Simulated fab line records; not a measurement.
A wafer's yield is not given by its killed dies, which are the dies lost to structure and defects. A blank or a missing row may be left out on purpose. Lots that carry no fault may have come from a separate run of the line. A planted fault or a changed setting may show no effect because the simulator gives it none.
Matching of chambers | flow nandHarc | NHARC_A_M0_CMP_23 on cmp-01: 4 sister chambers
The step polishes, t overpolish 20 s, target thk 113.75 nm. 8 wafers are shown with their chamber, then 10 later ones without.

WAFERS, EACH WITH ITS CHAMBER
wafer  | chamber | motorCurrentA (A) | timeToEndpointS (s)
L082.4 | 3       | 11.7              | 26
L082.5 | 3       | 11.6              | 26
L083.4 | 1       | 9.9               | 31
L087.1 | 2       | 11.9              | 25
L087.2 | 0       | 11.5              | 23
L087.3 | 1       | 10.3              | 30
L086.1 | 2       | 11.7              | 27
L086.3 | 0       | 11.1              | 23

WAFERS WHOSE CHAMBER IS MISSING
wafer  | motorCurrentA (A) | timeToEndpointS (s)
L086.4 | 10.5              | 34
L088.2 | 11.1              | 25
L088.5 | 11.2              | 28
L088.6 | 9.7               | 33
L092.2 | 11.4              | 25
L092.4 | 12.3              | 28
L092.6 | 10.8              | 26
L096.1 | 11.5              | 28
L096.4 | 11.1              | 23
L096.6 | 11.8              | 24

EACH ONE'S CHAMBER
wafer  | from the rows above          | in truth
L086.4 | 1                            | 1
L088.2 | can't be placed: 0 or 3 or 2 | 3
L088.5 | can't be placed: 3 or 2      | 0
L088.6 | 1                            | 1
L092.2 | can't be placed: 3 or 2 or 0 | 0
L092.4 | can't be placed: 2 or 3      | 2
L092.6 | can't be placed: 3 or 0 or 2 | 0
L096.1 | can't be placed: 3 or 2      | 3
L096.4 | 0                            | 0
L096.6 | can't be placed: 2 or 3 or 0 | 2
3 of 10 placed correctly. From these rows, 7 cannot be placed; in 6 the true chamber is one of the candidates. 0 placed wrongly.
How it was worked out, from the rows above alone: a wafer's distance from a chamber is the root of the sum, over the readings, of the square of ((its reading less the chamber's mean) divided by the reading's scatter). The wafer belongs to the nearest chamber; if the next one is less than 2 further off, it can't be placed. The mean given for a chamber averages the wafers shown for that chamber. The scatter: take each reading less its chamber's mean, square it, sum over the shown wafers, divide by the number of wafers less the number of chambers, and take the root.
